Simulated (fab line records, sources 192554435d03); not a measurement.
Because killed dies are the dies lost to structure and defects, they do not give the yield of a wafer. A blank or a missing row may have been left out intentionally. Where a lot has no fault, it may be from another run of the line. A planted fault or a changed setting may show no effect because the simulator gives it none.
fab line records    flow n5-finfet    part 1 of 2: steps 1 to 5 of 6
[record] lots = 9  wafers = 27  last-day = 19
route steps=1938 shown DUMMY_GATE@243 SPACER0@260 BEOL_M4@1111 PASSIVATION@1936
lots that met no fault: from a run of the same line without faults
start-h: hours from the record's opening day to when the first of the lot's shown wafers began    wait-h: hours since the lot's step before    " as in the row above    L1.1+2: a single row standing in for several wafers    - no value, or no start was given    * or withheld: withheld    < > ~ a bound
route shown NAME@n: NAME is a module with steps in the file, n the number in the route of the first one    usual: mean/standard deviation taken from wafers without a fault    same: alike in all rows    chamber/n: place in a boat    sites: per-site readings    _std_site: the values' standard deviation    _edge_site: the outer-site mean with the inner-site mean subtracted    radius-mm: how far each site lies from the wafer's centre    mask NAME#n: copy n    behind: tool/chamber where the wafer was last shaped    hold: what put the lot on hold/how long, in hours/how the hold closed    device: names the non-switching transistor (n, p or np)    end of line: the route-end tests of the same wafers    for a step that has no rows: nothing shown but its recipe    killed: at the first sort, the dies lost to defects and structure; wafer yield is something else    map: a wafer's dies, x killed, . not, _ none there
set.NAME: the run value of the setting; set.NAME@STEP: its run value at that earlier step    model.NAME: the simulator's own value behind a step, which no gauge read
the route's steps for a sample of lots (tables are steps, rows are wafers)
services: the hour from which a tool's chamber was out of use, counted from the record's first day as start-h (under 0 if before that day), plus the number of hours and why
[[steps]]
[step N5_DUMMY_GATE_ETCH_31]
[recipe] chemistry = C4F6/O2  target = SiO2  mask-material = SOC  target-depth-a = 825  time-s = 27.5  ion-energy-ev = 250  pressure-mtorr = 30  source-w = 345  bias-w = 185  Ar_flow_sccm = 300  C4F6_flow_sccm = 10  O2_flow_sccm = 10
[usual] drypump-motor-current-A = 5.6/0.48  oes-product-au = 0.78/0.099  rf-vpp-V = 664/5.8  showerhead-plenum-p-Torr = 2.84/0.098  throttle-valve-pct = 21.22/0.2
[same] time-s = 27.5
lot.wafer  tool         chamber  start-h  wait-h  drypump-motor-current-A  oes-product-au  rf-hours-counter-h  rf-vpp-V  showerhead-plenum-p-Torr  throttle-valve-pct
L583.2     rie-diel-02  1        65.57    0.1     6.3                      0.70            243                 662       2.93                      21.32
L583.5     "            0        "        "       5.6                      0.68            -                   657       2.81                      21.36
L583.6     "            1        "        "       6.4                      0.70            -                   662       2.93                      21.31
L591.2     rie-diel-03  0        112.01   0.2     4.7                      0.88            20                  665       2.81                      20.97
L591.3     "            1        "        "       6.0                      0.74            198                 674       2.94                      21.24
L591.4     "            2        "        "       5.3                      0.72            -                   662       2.70                      21.31
L592.2     rie-diel-06  3        119.04   0.1     5.4                      0.71            185                 663       2.85                      21.46
L592.3     "            0        "        "       5.2                      0.68            250                 658       2.82                      21.33
L592.4     "            2        "        "       6.5                      0.76            148                 657       2.74                      20.97
L593.1     rie-diel-02  2        124.84   0.3     6.0                      0.75            148                 667       2.97                      21.23
L593.4     "            1        "        "       6.3                      0.93            8                   663       2.92                      20.96
L593.6     "            0        "        "       5.6                      0.98            -                   658       2.81                      21.04
L598.1     rie-diel-06  3        154.32   0.1     5.4                      0.70            197                 663       2.84                      21.48
L598.2     "            1        "        "       5.6                      0.71            206                 672       2.93                      21.50
L598.6     "            2        "        "       6.4                      0.75            -                   657       2.74                      20.97
L599.3     rie-diel-06  3        162.11   0.0     5.4                      0.70            199                 664       2.84                      21.52
L599.4     "            2        "        "       6.4                      0.75            159                 655       2.74                      20.99
L599.5     "            2        "        "       6.4                      0.75            -                   658       2.74                      20.99
L600.1     rie-diel-06  1        172.11   0.0     5.6                      0.70            211                 672       2.93                      21.52
L600.2     "            0        "        "       5.2                      0.96            9                   658       2.81                      21.03
L600.3     "            3        "        "       5.5                      0.70            202                 663       2.84                      21.50
L601.4     rie-diel-02  0        176.05   0.0     5.7                      0.93            16                  657       2.80                      21.07
L601.5     "            3        "        "       5.8                      0.80            -                   656       2.76                      21.51
L601.6     "            0        "        "       5.6                      0.94            -                   658       2.80                      21.06
L603.1     rie-diel-06  1        183.82   0.0     5.6                      0.70            213                 673       2.93                      21.52
L603.2     "            0        "        "       5.2                      0.94            11                  656       2.81                      21.03
L603.5     "            0        "        "       5.2                      0.95            -                   658       2.81                      21.01
[step N5_DUMMY_GATE_STRIP_41]
[recipe] chemistry = O2  power-w = 400  temp-c = 40  pressure-mtorr = 30  rf-frequency-hz = 6e+07  bias-power-w = 0  overash-fraction = 0.3  o2-flow-sccm = 225
[usual] drypump-motor-current-A = 5.6/0.47  o2-flow-sccm = 225.0/0.66  oes-product-au = 0.78/0.1  rf-vpp-V = 3.7/0.47  showerhead-plenum-p-Torr = 2.09/0.076  throttle-valve-pct = 16.72/0.23
lot.wafer  tool         chamber  start-h  wait-h  drypump-motor-current-A  o2-flow-sccm  oes-product-au  rf-hours-counter-h  rf-vpp-V  showerhead-plenum-p-Torr  throttle-valve-pct
L583.2     rie-diel-02  1        65.62    0.0     6.4                      224.7         0.71            243                 3.2       2.15                      16.79
L583.5     "            0        "        "       5.6                      224.4         0.68            -                   4.0       2.08                      16.96
L583.6     "            1        "        "       6.3                      225.4         0.71            -                   4.3       2.15                      16.77
L591.2     rie-diel-03  0        112.06   0.0     4.7                      225.6         0.87            20                  3.8       2.06                      16.39
L591.3     "            1        "        "       6.0                      223.5         0.73            198                 2.9       2.17                      16.76
L591.4     "            2        "        "       5.3                      225.0         0.72            -                   3.9       1.99                      16.90
L592.2     rie-diel-06  3        119.09   0.0     5.5                      225.1         0.70            185                 3.9       2.08                      16.87
L592.3     "            0        "        "       5.2                      225.2         0.67            250                 4.0       2.07                      16.84
L592.4     "            2        "        "       6.4                      224.5         0.75            148                 3.8       2.02                      16.52
L593.1     rie-diel-02  2        124.89   0.0     6.0                      224.9         0.75            148                 3.9       2.20                      16.76
L593.4     "            1        "        "       6.3                      224.0         0.94            8                   2.8       2.14                      16.35
L593.6     "            0        "        "       5.6                      224.9         0.98            -                   4.4       2.07                      16.50
L598.1     rie-diel-06  3        154.36   0.0     5.4                      225.0         0.70            197                 3.1       2.07                      16.89
L598.2     "            1        "        "       5.6                      225.0         0.71            206                 3.9       2.17                      17.09
L598.6     "            2        "        "       6.4                      225.5         0.75            -                   3.1       2.01                      16.55
L599.3     rie-diel-06  3        162.16   0.0     5.5                      223.9         0.70            199                 4.1       2.07                      16.87
L599.4     "            2        "        "       6.4                      225.0         0.75            159                 2.7       2.01                      16.55
L599.5     "            2        "        "       6.4                      224.6         0.75            -                   3.7       2.01                      16.55
L600.1     rie-diel-06  1        172.15   0.0     5.6                      225.8         0.71            211                 3.2       2.17                      17.12
L600.2     "            0        "        "       5.2                      224.0         0.94            9                   3.4       2.06                      16.44
L600.3     "            3        "        "       5.4                      224.5         0.69            202                 4.6       2.07                      16.90
L601.4     rie-diel-02  0        176.10   0.0     5.6                      225.0         0.93            16                  4.3       2.07                      16.53
L601.5     "            3        "        "       5.8                      224.5         0.79            -                   3.6       2.03                      16.95
L601.6     "            0        "        "       5.6                      224.5         0.95            -                   3.6       2.07                      16.54
L603.1     rie-diel-06  1        183.86   0.0     5.6                      224.8         0.70            213                 3.7       2.17                      17.12
L603.2     "            0        "        "       5.2                      225.5         0.94            11                  3.7       2.06                      16.43
L603.5     "            0        "        "       5.2                      225.3         0.95            -                   3.9       2.06                      16.42
[step N5_DUMMY_GATE_CD_MEAS_24]
[recipe] target-cd-nm = 15
[usual] cd-nm = 15.0/0.31
lot.wafer  tool       chamber  start-h  wait-h  cd-nm
L583.2     cd-sem-01  -        66.02    0.1     15.1
L583.5     "          -        "        "       15.0
L583.6     "          -        "        "       14.9
L591.2     cd-sem-02  -        112.46   0.1     15.1
L591.3     "          -        "        "       15.5
L591.4     "          -        "        "       15.0
L592.2     cd-sem-02  -        119.49   0.1     15.4
L592.3     "          -        "        "       15.2
L592.4     "          -        "        "       14.8
L593.1     cd-sem-03  -        125.28   0.1     15.2
L593.4     "          -        "        "       14.9
L593.6     "          -        "        "       14.7
L598.1     cd-sem-03  -        154.76   0.1     15.1
L598.2     "          -        "        "       14.9
L598.6     "          -        "        "       14.9
L599.3     cd-sem-02  -        162.56   0.1     15.3
L599.4     "          -        "        "       14.9
L599.5     "          -        "        "       15.0
L600.1     cd-sem-01  -        172.55   0.1     14.5
L600.2     "          -        "        "       14.7
L600.3     "          -        "        "       15.4
L601.4     cd-sem-01  -        176.51   0.0     14.1
L601.5     "          -        "        "       14.6
L601.6     "          -        "        "       14.5
L603.1     cd-sem-01  -        184.26   0.1     14.9
L603.2     "          -        "        "       15.2
L603.5     "          -        "        "       14.9
[step N5_SPACER0_ALD_08]
[recipe] material = SiNx  target-thk-a = 20  temp-c = 400  ald-precursor-family = SiH2I2  ald-co-reactant = N2/H2-plasma  pressure-torr = 2
[usual] chamber-pressure-Torr = 2.000/0.0047  heater-power-outer-w = 516/62  heater-power-w = 831/89
lot.wafer  tool        chamber  start-h  wait-h  chamber-pressure-Torr  heater-power-outer-w  heater-power-w
L583.2     ald-sin-01  2        67.02    0.1     2.003                  460                   740
L583.5     "           2        "        "       2.006                  467                   722
L583.6     "           3        "        "       1.994                  525                   840
L591.2     ald-sin-01  3        113.35   0.1     -                      -                     -
L591.3     "           2        "        "       -                      -                     -
L591.4     "           1        "        "       -                      -                     -
L592.2     ald-sin-01  3        120.34   0.1     -                      -                     -
L592.3     "           1        "        "       -                      -                     -
L592.4     "           2        "        "       -                      -                     -
L593.1     ald-sin-01  2        126.14   0.1     -                      -                     -
L593.4     "           3        "        "       -                      -                     -
L593.6     "           0        "        "       -                      -                     -
L598.1     ald-sin-01  0        155.55   0.1     1.999                  468                   774
L598.2     "           3        "        "       1.992                  531                   852
L598.6     "           3        "        "       2.001                  514                   854
L599.3     ald-sin-01  1        163.29   0.1     2.002                  569                   928
L599.4     "           3        "        "       2.006                  523                   856
L599.5     "           1        "        "       2.009                  576                   925
L600.1     ald-sin-02  2        173.28   0.1     1.995                  701                   1077
L600.2     "           1        "        "       2.001                  508                   852
L600.3     "           3        "        "       1.994                  510                   842
L601.4     ald-sin-02  2        177.98   0.1     2.002                  698                   1075
L601.5     "           1        "        "       1.998                  506                   855
L601.6     "           0        "        "       1.999                  524                   853
L603.1     ald-sin-03  0        185.08   0.1     2.005                  434                   732
L603.2     "           2        "        "       2.004                  489                   785
L603.5     "           2        "        "       2.001                  492                   812
[step N5_BEOL_M4_RC_MEAS_101]
[usual] DIBL_N = 36.6/1.3  DIBL_P = 36.4/1.4  IOFF_N = 0.167/0.023  IOFF_N_85C = 3.3/0.38  IOFF_N_LIN = 0.077/0.0087  IOFF_N_LONG = 5.62e-05/2.4e-06  IOFF_P = 0.219/0.029  IOFF_P_85C = 3.8/0.42  IOFF_P_LIN = 0.104/0.012  ION_N = 678/8.7  ION_P = 464/6.4  REXT_N = 75.4/1.4  REXT_P = 101.3/2.6  SS_N = 71.5/0.53  SS_P = 73.4/0.57  VT_N = 248.5/2.8  VT_N_LVT = 98.6/2.8  VT_P = -249/3.1  VT_P_LVT = -99.0/2.7
lot.wafer  tool       chamber  start-h  wait-h  DIBL_N[mV/V]  DIBL_P[mV/V]  IOFF_N[nA/um]  IOFF_N_85C[nA/um]  IOFF_N_LIN[nA/um]  IOFF_N_LONG[nA/um]  IOFF_P[nA/um]  IOFF_P_85C[nA/um]  IOFF_P_LIN[nA/um]  ION_N[uA/um]  ION_P[uA/um]  REXT_N[ohm.um]  REXT_P[ohm.um]  SS_N[mV/dec]  SS_P[mV/dec]  VT_N[mV]  VT_N_LVT[mV]  VT_P[mV]  VT_P_LVT[mV]
L583.2     prober-02  0        193.25   0.2     35.6          34.5          0.152          3.0                0.072              5.57e-05            0.219          3.7                0.106              676           470           75.8            106.9           71.3          73.5          247.8     100.1         -246      -98.6
L583.5     "          0        "        "       37.3          36.0          0.181          3.5                0.082              5.63e-05            0.244          4.2                0.114              685           472           74.9            108.9           71.9          73.3          246.9     97.3          -247      -97.8
L583.6     "          0        "        "       36.9          36.0          0.180          3.5                0.081              5.61e-05            0.244          4.1                0.114              679           468           75.8            107.6           71.7          73.9          249.0     99.9          -245      -96.8
L591.2     prober-01  0        254.85   0.2     51.2          49.4          0.703          10.7               0.235              6.49e-05            1.036          13.9               0.382              766           532           63.2            83.2            74.4          75.8          229.1     78.0          -217      -71.6
L591.3     "          0        "        "       50.7          47.6          0.718          10.9               0.235              6.62e-05            0.897          12.5               0.348              770           533           63.7            82.6            74.3          75.2          225.0     76.4          -221      -72.9
L591.4     "          0        "        "       51.1          49.4          0.728          11.0               0.237              6.64e-05            1.023          13.9               0.383              773           538           62.8            83.4            74.3          75.8          226.2     76.2          -220      -71.1
L592.2     prober-02  0        290.19   0.2     52.6          47.6          0.693          10.5               0.230              6.12e-05            0.806          11.4               0.311              764           522           60.8            82.1            74.0          75.5          227.2     76.8          -225      -76.5
L592.3     "          0        "        "       54.0          49.4          0.854          12.8               0.268              6.22e-05            0.969          13.3               0.354              781           534           60.3            80.8            74.9          75.9          224.4     75.2          -222      -73.8
L592.4     "          0        "        "       52.6          49.0          0.711          10.8               0.233              6.17e-05            0.918          12.7               0.340              762           529           61.6            80.9            75.0          75.4          225.4     77.6          -222      -74.3
L593.1     prober-01  0        305.05   0.0     52.5          51.5          0.790          12.0               0.249              6e-05               0.930          12.6               0.323              765           528           62.0            82.9            75.3          76.8          224.9     73.3          -226      -74.3
L593.4     "          0        "        "       52.3          52.1          0.797          11.8               0.258              5.99e-05            0.978          13.0               0.335              762           524           62.3            83.1            74.9          76.7          226.1     73.3          -227      -74.2
L593.6     "          0        "        "       53.9          52.2          0.928          13.6               0.272              6.06e-05            0.938          12.7               0.324              761           521           61.8            83.6            76.0          76.6          223.6     72.1          -225      -74.6
L599.3     prober-01  0        330.29   0.3     36.4          36.8          0.165          3.2                0.074              5.69e-05            0.212          3.7                0.099              667           458           75.7            101.3           71.5          73.0          246.2     99.0          -250      -99.8
L599.4     "          0        "        "       37.5          38.0          0.173          3.3                0.078              5.62e-05            0.237          4.0                0.108              670           463           75.3            99.0            71.5          73.5          247.3     98.9          -248      -98.7
L599.5     "          0        "        "       37.3          37.8          0.172          3.3                0.077              5.65e-05            0.228          3.9                0.104              668           461           76.0            100.0           71.3          73.2          247.1     98.6          -251      -100.0
L598.1     prober-02  0        332.15   0.0     35.9          35.4          0.156          3.1                0.076              5.9e-05             0.219          3.8                0.104              675           464           74.8            99.5            70.9          73.2          246.8     95.4          -250      -95.7
L598.2     "          0        "        "       35.2          35.2          0.148          3.0                0.073              5.91e-05            0.225          3.9                0.108              681           472           75.1            98.3            70.5          73.5          249.7     97.1          -248      -95.3
L598.6     "          0        "        "       36.6          36.0          0.169          3.3                0.080              5.88e-05            0.230          3.9                0.107              681           466           74.7            100.8           70.9          73.4          246.5     95.6          -248      -96.1
L600.1     prober-01  0        334.52   0.0     39.3          37.6          0.193          3.7                0.085              5.34e-05            0.207          3.5                0.093              689           461           72.6            97.4            71.7          74.3          245.8     97.0          -252      -102.9
L600.2     "          0        "        "       37.9          37.0          0.165          3.2                0.076              5.3e-05             0.200          3.4                0.091              679           466           73.6            95.9            71.7          73.7          249.2     98.5          -253      -102.1
L600.3     "          0        "        "       37.2          36.2          0.149          3.0                0.070              5.2e-05             0.180          3.2                0.084              672           456           74.1            97.7            71.6          73.5          252.1     101.0         -255      -104.0
L603.1     prober-02  0        351.41   0.0     36.2          37.2          0.160          3.2                0.075              5.43e-05            0.197          3.5                0.097              679           461           76.2            103.9           71.8          72.2          248.6     100.0         -252      -103.2
L603.2     "          0        "        "       36.1          36.6          0.153          3.1                0.071              5.48e-05            0.182          3.3                0.091              676           457           75.9            104.8           71.3          72.6          251.2     100.9         -250      -103.2
L603.5     "          0        "        "       35.8          36.3          0.151          3.0                0.072              5.5e-05             0.179          3.3                0.090              679           460           75.7            104.9           70.9          72.6          250.6     100.5         -252      -103.6
L601.4     prober-01  0        351.61   0.5     37.1          39.1          0.171          3.3                0.077              5.13e-05            0.247          4.2                0.111              674           463           75.9            97.5            72.1          73.3          249.8     100.2         -248      -97.0
L601.5     "          0        "        "       37.7          38.4          0.176          3.4                0.079              5.29e-05            0.233          4.0                0.107              675           465           74.5            97.5            72.4          73.7          250.0     98.8          -248      -98.5
L601.6     "          0        "        "       36.9          38.3          0.168          3.2                0.077              5.18e-05            0.222          3.9                0.103              678           466           74.7            99.6            71.7          73.8          252.3     99.4          -251      -100.3
[[key]]
[first-sign] step = N5_SPACER0_ALD_08  reading = tool-record  direction = missing
[effect] step = N5_BEOL_M4_RC_MEAS_101  reading = IOFF_N  direction = up  sigmas = 26  usual = 0.167  struck = 0.769
[effect] step = N5_BEOL_M4_RC_MEAS_101  reading = IOFF_P  direction = up  sigmas = 25  usual = 0.219  struck = 0.944
[effect] step = N5_BEOL_M4_RC_MEAS_101  reading = IOFF_N_85C  direction = up  sigmas = 22  usual = 3.3  struck = 11.6
[effect] step = N5_BEOL_M4_RC_MEAS_101  reading = IOFF_P_85C  direction = up  sigmas = 22  usual = 3.8  struck = 12.9
[effect] step = N5_BEOL_M4_RC_MEAS_101  reading = IOFF_P_LIN  direction = up  sigmas = 20  usual = 0.104  struck = 0.344
[effect] step = N5_BEOL_M4_RC_MEAS_101  reading = IOFF_N_LIN  direction = up  sigmas = 19  usual = 0.077  struck = 0.246
[effect] step = N5_BEOL_M4_RC_MEAS_101  reading = DIBL_N  direction = up  sigmas = 13  usual = 36.6  struck = 52.3
[effect] step = N5_BEOL_M4_RC_MEAS_101  reading = ION_N  direction = up  sigmas = 10  usual = 678  struck = 767
[effect] step = N5_BEOL_M4_RC_MEAS_101  reading = ION_P  direction = up  sigmas = 10  usual = 464  struck = 529
[effect] step = N5_BEOL_M4_RC_MEAS_101  reading = REXT_N  direction = down  sigmas = 9.4  usual = 75.4  struck = 62.1
[effect] step = N5_BEOL_M4_RC_MEAS_101  reading = VT_P_LVT  direction = up  sigmas = 9.3  usual = -99.0  struck = -73.7
[effect] step = N5_BEOL_M4_RC_MEAS_101  reading = DIBL_P  direction = up  sigmas = 9.3  usual = 36.4  struck = 49.8
[effect] step = N5_PASSIVATION_PROBE_49  reading = sort_bin_4_leakage  direction = up  sigmas = 99+  usual = 0  struck = 92.60
met-at N5_SPACER0_ALD_08
struck-lots L591,L592,L593
not-acting-at N5_DUMMY_GATE_ETCH_31,N5_DUMMY_GATE_STRIP_41,N5_DUMMY_GATE_CD_MEAS_24
onset-between 67.02 113.35
[fault] kind = skipped-step-whole  tool = ald-sin-01  chamber = -  onset-h = 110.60  steps = N5_SPACER0_ALD_08  scope = struck-lots-only
